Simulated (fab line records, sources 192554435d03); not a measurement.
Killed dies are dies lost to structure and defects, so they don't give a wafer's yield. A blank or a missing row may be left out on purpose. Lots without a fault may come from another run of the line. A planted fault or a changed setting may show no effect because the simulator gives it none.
fab line records | flow n5_finfet
record lots=4 wafers=12 last_day=17
route steps=1938 shown BEOL_M6@1230 PASSIVATION@1936
lots that met no fault: from a run of the same line without faults
start_h: hours from the record's first day to the start of the lot's first wafer shown | wait_h: hours since the lot's step before | " the same as in the row above | L1.1+2: a row that stands for several wafers | - no value, or no start given | * or withheld: withheld | < > ~ a bound
route shown NAME@n: a module of which the file shows steps, and the number in the route of the first | usual: mean/standard deviation of fault-free wafers | same: alike in all rows | chamber/n: place in a boat | sites: the reading at each site | _std_site: their standard deviation | _edge_site: outer sites' mean less inner sites' | radius_mm: how far each site lies from the wafer's centre | mask NAME#n: copy n | behind: the tool/chamber that last shaped the wafer | hold: why the lot was held/for how many hours/how that ended | device: the transistor (n, p or np) that didn't switch | end of line: the same wafers' tests at the end of the route | a step without rows: its recipe alone | killed: dies lost to structure and defects at the first sort, not the wafer's yield | map: a wafer's dies, x killed, . not, _ none there
set.NAME: the setting as run; set.NAME@STEP: as run at that earlier step | model.NAME: the simulator's own value behind a step, which no gauge read
lots at some steps of the route; a table a step, a row a wafer
services: from which hour (start_h, from the record's first day; less than 0 if before it) a tool's chamber was out of use, for how many hours, and why
## steps
# step N5_BEOL_M6_DESCUM_33
# recipe chemistry=O2 time_s=7 source_power_w=50 bias_power_w=20 pressure_mtorr=20 rf_frequency_hz=2.712e+07 temp_c=40 resist=CAR-EUV o2_flow_sccm=225
# step N5_BEOL_M6_ETCH_72
# recipe chemistry=N2/H2 target=underlayer target_depth_a=65 mask_material=CAR-EUV time_s=5.2 ion_energy_ev=200 pressure_mtorr=30 source_w=840 bias_w=150 n2_flow_sccm=200 h2_flow_sccm=200 ends=cleared
# step N5_BEOL_M6_ETCH_65
# recipe chemistry=CF4 target=SiARC target_depth_a=156 mask_material=CAR-EUV time_s=26 ion_energy_ev=80 pressure_mtorr=40 source_w=545 bias_w=36 Ar_flow_sccm=100 cf4_flow_sccm=100 ends=cleared
# step N5_BEOL_M6_ETCH_66
# recipe chemistry=N2/H2 target=SOC target_depth_a=800 overetch_a=160 mask_material=SiARC temp_c=40 time_s=120 ion_energy_ev=200 pressure_mtorr=30 source_w=840 bias_w=150 n2_flow_sccm=200 h2_flow_sccm=200
# step N5_BEOL_M6_STRIP_69
# recipe chemistry=N2/H2 temp_c=40 n2_flow_sccm=200 h2_flow_sccm=200 rf_frequency_hz=6e+07
# step N5_BEOL_M6_STRIP_73
# recipe chemistry=N2/H2 temp_c=40 n2_flow_sccm=200 h2_flow_sccm=200 rf_frequency_hz=6e+07
# step N5_BEOL_M6_VIA_ETCH_34
# recipe chemistry=C4F6/O2 target=SiCOH_lowk target_depth_a=1263 mask_material=SOC taper_deg=4 time_s=50.9 ion_energy_ev=250 pressure_mtorr=30 source_w=345 bias_w=185 Ar_flow_sccm=300 C4F6_flow_sccm=10 O2_flow_sccm=10
# step N5_BEOL_M6_STRIP_76
# recipe chemistry=C4F6/O2 resist=SiARC rf_frequency_hz=6e+07
# step N5_BEOL_M6_STRIP_36
# recipe chemistry=N2/H2 power_w=450 temp_c=40 pressure_mtorr=20 rf_frequency_hz=6e+07 overash_fraction=0.3 bias_power_w=7 h2_frac=0.5 n2_flow_sccm=200 h2_flow_sccm=200
# step N5_BEOL_M6_TRENCH_ETCH_37
# recipe chemistry=C4F6/O2 target_depth_a=944.35 target=SiCOH_lowk time_s=31.5 ion_energy_ev=250 pressure_mtorr=30 source_w=345 bias_w=185 Ar_flow_sccm=300 C4F6_flow_sccm=10 O2_flow_sccm=10
# usual bias_w=185.0/0.48 drypump_motor_current_A=5.6/0.53 oes_product_au=0.81/0.059 rf_vpp_V=664/6.6 showerhead_plenum_p_Torr=2.86/0.11 throttle_valve_pct=20.86/0.16
# columns lot.wafer tool chamber start_h wait_h bias_w drypump_motor_current_A oes_product_au rf_hours_counter_h rf_vpp_V showerhead_plenum_p_Torr throttle_valve_pct model.etch.depth_nm model.BEOL_M6.feature_depth_nm
L865.3 rie_diel-06 3 238.43 - 204.7 5.1 0.85 71 736 2.98 20.85 97.36 97.4
L865.4 " 1 " " 184.7 6.6 0.77 128 664 2.72 20.93 92.64 92.6
L865.6 " 2 " " 185.0 5.4 0.85 - 671 3.01 21.06 95.58 95.6
L867.1 rie_diel-06 0 243.31 - 184.9 5.3 0.86 40 673 3.01 20.90 95.82 95.8
L867.3 " 1 " " 185.4 6.7 0.78 129 666 2.72 20.93 93.52 93.6
L867.4 " 3 " " 204.0 5.1 0.85 72 735 2.98 20.85 98.25 98.2
L872.1 rie_diel-01 0 284.80 - 184.6 6.1 0.95 6 667 3.04 20.85 97.36 97.4
L872.4 " 0 " " 184.7 6.1 0.95 - 666 3.04 20.85 96.59 96.6
L872.5 " 3 " " 185.7 5.8 0.79 - 668 2.75 20.92 92.83 92.8
L878.3 rie_diel-06 1 324.30 - 184.5 6.7 0.74 159 666 2.71 20.96 91.85 91.8
L878.4 " 3 " " 185.9 5.2 0.80 99 679 2.96 20.88 94.53 94.6
L878.5 " 0 " " 184.4 5.3 0.82 - 672 2.99 20.93 94.62 94.6
# step N5_BEOL_M6_ETCH_41
# recipe chemistry=CH3F/O2 target=SiCN target_depth_a=297 taper_deg=2 time_s=52 ion_energy_ev=120 mask_material=TiN pressure_mtorr=30 source_w=395 bias_w=75 Ar_flow_sccm=150 CH3F_flow_sccm=30 O2_flow_sccm=20
# step N5_BEOL_M6_STRIP_80
# recipe chemistry=N2/H2 time_s=10 power_w=450 temp_c=40 pressure_mtorr=20 rf_frequency_hz=6e+07 bias_power_w=7 n2_flow_sccm=200 h2_flow_sccm=200
# step N5_BEOL_M6_OCD_MEAS_38
# usual trench_depth_nm=94.2/1.2
# columns lot.wafer tool chamber start_h wait_h trench_depth_nm
L865.3 ocd-02 - 238.59 - 96.9
L865.4 " - " " 93.1
L865.6 " - " " 95.8
L867.1 ocd-02 - 243.46 - 96.3
L867.3 " - " " 93.7
L867.4 " - " " 97.7
L872.1 ocd-02 - 284.95 - 97.7
L872.4 " - " " 96.8
L872.5 " - " " 92.3
L878.3 ocd-01 - 324.45 - 91.9
L878.4 " - " " 94.1
L878.5 " - " " 94.3
# step N5_BEOL_M6_HM_STRIP_39
# recipe chemistry=peroxide_tin_strip material=TiN target_depth_a=250 temp_c=50 time_s=158
# step N5_BEOL_M6_SRD_40
# recipe time_s=30 temp_c=23 rinse_liquid=diw dry=ipa_marangoni
# step N5_BEOL_M6_PRECLEAN_42
# recipe chemistry=residue_remover time_s=60 temp_c=40
# step N5_BEOL_M6_SRD_43
# recipe time_s=30 temp_c=23 rinse_liquid=diw dry=ipa_marangoni
# step N5_BEOL_M6_CURE_75
# recipe temp_c=370 time_s=120 ambient=DMADMS/He material=SiCOH_lowk
# step N5_BEOL_M6_DEGAS_44
# recipe ambient=vacuum temp_c=250 time_s=60
# step N5_BEOL_M6_PRE_CLEAN_45
# recipe gas=H2/He time_s=30 temp_c=250
# step N5_BEOL_M6_ALD_77
# recipe material=TaN target_thk_a=20 temp_c=275 ald_precursor_family=PDMAT ald_co_reactant=NH3 pressure_torr=3 carrier_flow_sccm=1500 pulse_time_s=2 purge_time_s=3 co_reactant_purge_time_s=2 co_reactant_pulse_time_s=3 ald_cycles=40 precursor_vessel_temp_c=75 precursor_vessel_pressure_torr=26.25 precursor_vessel_carrier_sccm=1000
# step N5_BEOL_M6_SURFACE_TREAT_79
# recipe gas=Ar time_s=* ion_energy_ev=* ion_current_ma_cm2=0.5 pressure_mtorr=* ar_flow_sccm=30
# step N5_BEOL_M6_CVD_78
# recipe material=Co target_thk_a=20 temp_c=withheld precursor=CCTBA/H2 pressure_torr=30 time_s=142.3
# step N5_BEOL_M6_SPUTTER_48
# recipe material=Cu target_thk_a=100 temp_c=-20 bias_v=60 power_w=26000 chamber_pressure_pa=0.13 time_s=1.667
# step N5_BEOL_M6_ECD_50
# recipe material=Cu target_thk_a=3000
# step N5_BEOL_M6_ANNEAL_51
# recipe temp_c=225 time_s=90 ambient=N2
# step N5_BEOL_M6_CMP_52
# recipe stop_on=SiCOH_lowk t_overpolish_s=6.9 down_force_psi=1 platen_rpm=50 clearing_platen_down_force_psi=1.5 clearing_platen_rpm=50 post_cmp_clean=cu_alkaline target_thk_nm=80 clearing_platen_pad_velocity_m_s=0.99484 pad_velocity_m_s=0.99484
# usual barrier_field_endpoint_s=28.8/0.81 head_pressure_psi=0.9999/0.0022 motor_current_A=6.1/1 overpolish_run_s=6.902/0.0098 time_to_endpoint_s=61/3.4
# columns lot.wafer tool chamber start_h wait_h barrier_field_endpoint_s head_pressure_psi motor_current_A overpolish_run_s time_to_endpoint_s model.Cu_of_BEOL_M6_ECD_50.thk_nm
L865.3 cmp-03 2 241.91 0.2 29.4 0.9954 6.2 6.904 62 83.8
L865.4 " 3 " " 29.7 1.0009 5.4 6.893 67 79.4
L865.6 " 2 " " 28.7 0.9990 6.2 6.889 61 83.4
L867.1 cmp-01 2 245.86 0.3 28.1 1.0016 8.6 6.919 60 82
L867.3 " 3 " " 27.8 1.0003 5.6 6.901 59 79.8
L867.4 " 0 " " 28.3 0.9982 6.5 6.896 62 85.6
L872.4 cmp-01 3 286.91 0.2 29.6 1.0036 5.8 6.904 61 81.2
L872.1 " 0 " " 29.3 1.0007 5.8 6.900 65 83.2
L872.5 " 1 " " 28.1 0.9985 5.7 6.886 57 76.8
L878.3 cmp-01 2 327.42 0.4 28.8 0.9969 8.4 6.917 62 76.6
L878.4 " 3 " " 29.7 0.9974 5.6 6.893 64 79.8
L878.5 " 1 " " 27.9 0.9978 5.8 6.893 57 78.2
# step N5_PASSIVATION_PROBE_49
# usual defect_limited_yield=91.5/1.6 killed_at_M0_to_M3=33/10 killed_at_M4_up=13/5.6 killed_at_contacts=13/6 killed_at_front_end=39/12 killed_at_other=3.0/2.8 killed_dies=101/19 killed_on_rim=13/4 killed_open=65/13 killed_short=32/8.3 sort_bin_5_function=5.0/1 sort_bin_6_memory=3.1/0.69 sort_n_pass=1079/19 sort_yield_pct=91.5/1.6
# same gross_dies=1180 killed_at_back_side=0 sort_bin_4_leakage[%]=0 sort_bin_8_speed[%]=0
# columns lot.wafer tool chamber start_h wait_h defect_limited_yield[%] killed_at_M0_to_M3 killed_at_M4_up killed_at_contacts killed_at_front_end killed_at_other killed_dies killed_on_rim killed_open killed_short sort_bin_5_function[%] sort_bin_6_memory[%] sort_n_pass sort_yield_pct[%]
L865.4 prober-02 - 323.76 0.2 89.2 47 5 25 46 4 127 21 80 40 6.5 3.1 1053 89.2
L867.1 prober-02 - 338.38 0.0 89.2 55 13 1 54 4 127 15 83 28 5.4 3.9 1053 89.2
L872.1 prober-02 - 363.83 0.0 89.9 16 17 14 71 1 119 15 75 42 5.4 4.2 1061 89.9
L872.4 prober-02 - 363.98 0.2 89.6 40 14 23 45 1 123 16 74 42 5.8 3.7 1057 89.6
L872.5 prober-02 - 364.03 0.2 91.9 28 6 18 43 1 96 18 65 24 4.7 2.8 1084 91.9
# killed by level:class
L865.4 MOL_CONTACT_COAG:geometric_particle:open=23 BEOL_M0_SAQP:geometric_particle:open=10 FIN_SAQP:geometric_particle:short=9 BEOL_M3:geometric_particle:open=9 BEOL_M0_SAQP:geometric_particle:short=7 GATE_CUT:geometric_particle:short=6 STARTING-WAFER:geometric_particle:open=6 HKMG_FIN:area_etch=6
L867.1 BEOL_M2:geometric_particle:open=16 HKMG_FIN:area_etch=12 BEOL_M0_SAQP:geometric_particle:open=10 BEOL_M1:geometric_particle:open=9 BEOL_M3:geometric_particle:open=9 FIN_SAQP:geometric_particle:open=8 DUMMY_GATE:geometric_particle:open=8 FIN_SAQP:geometric_particle:short=5
L872.1 FIN_SAQP:geometric_particle:open=13 STI_FIN_REVEAL:geometric_particle:open=11 GATE_CUT:geometric_particle:short=10 MOL_CONTACT_COAG:geometric_particle:open=10 DUMMY_GATE:geometric_particle:open=9 FIN_SAQP:geometric_particle:short=6 GATE_CUT:geometric_particle:open=5 BEOL_M8:geometric_particle:open=4
L872.4 MOL_CONTACT_COAG:geometric_particle:open=16 BEOL_M0_SAQP:geometric_particle:short=14 BEOL_M2:geometric_particle:open=10 STI_FIN_REVEAL:geometric_particle:open=7 BEOL_M0_SAQP:geometric_particle:open=7 FIN_SAQP:geometric_particle:short=6 MOL_CONTACT_COAG:geometric_particle:short=6 STARTING-WAFER:geometric_particle:open=6
L872.5 MOL_CONTACT_COAG:geometric_particle:open=15 BEOL_M2:geometric_particle:open=9 DUMMY_GATE:geometric_particle:open=6 HKMG_FIN:area_etch=6 FIN_SAQP:geometric_particle:short=5 BEOL_M3:geometric_particle:open=5 BEOL_M1:geometric_particle:short=5 FIN_SAQP:geometric_particle:open=4
## services
# columns tool chamber start_h hours kind
rie_diel-06 3 219.51 1.4 repair
cmp-01 - 230.19 4.0 pm
rie_diel-01 0 239.19 - clean
rie_diel-01 0 239.19 - consumable_replace:focus_ring
rie_diel-01 0 239.19 - consumable_replace:showerhead
rie_diel-01 0 239.19 32.1 scheduled_down
rie_diel-01 0 239.19 32.1 vent_cycle
rie_diel-01 1 271.35 - clean
rie_diel-01 1 271.35 - consumable_replace:focus_ring
rie_diel-01 1 271.35 14.4 scheduled_down
rie_diel-01 1 271.35 14.4 vent_cycle
cmp-03 - 326.15 2.9 repair
## key
first_sign step=N5_BEOL_M6_TRENCH_ETCH_37 reading=bias_w direction=up sigmas=40 usual=* struck=*
effect step=N5_BEOL_M6_TRENCH_ETCH_37 reading=rf_vpp_V direction=up sigmas=11 usual=664 struck=736
effect step=N5_BEOL_M6_OCD_MEAS_38 reading=trench_depth_nm direction=up sigmas=2.5 usual=94.2 struck=97.3
model_effect step=N5_BEOL_M6_TRENCH_ETCH_37 value=etch.depth_nm without=94.67 struck=97.81
model_effect step=N5_BEOL_M6_CMP_52 value=Cu_of_BEOL_M6_ECD_50.thk_nm without=81.5 struck=84.7
met_at N5_BEOL_M6_TRENCH_ETCH_37
struck_wafers L865.3,L867.4
baseline_loss step=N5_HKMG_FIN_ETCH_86 wafers=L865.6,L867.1
fault kind=process_parameter_drift tool=rie_diel-06 chamber=3 onset_h=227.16 steps=N5_BEOL_M6_TRENCH_ETCH_37 channel=bias_w offset=* shape=step end_h=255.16 acts_in=* stated=*
# baseline_loss: these wafers lose ten dies or more at that step, a loss of the line's own and not of a fault; the sort's usual values leave them out
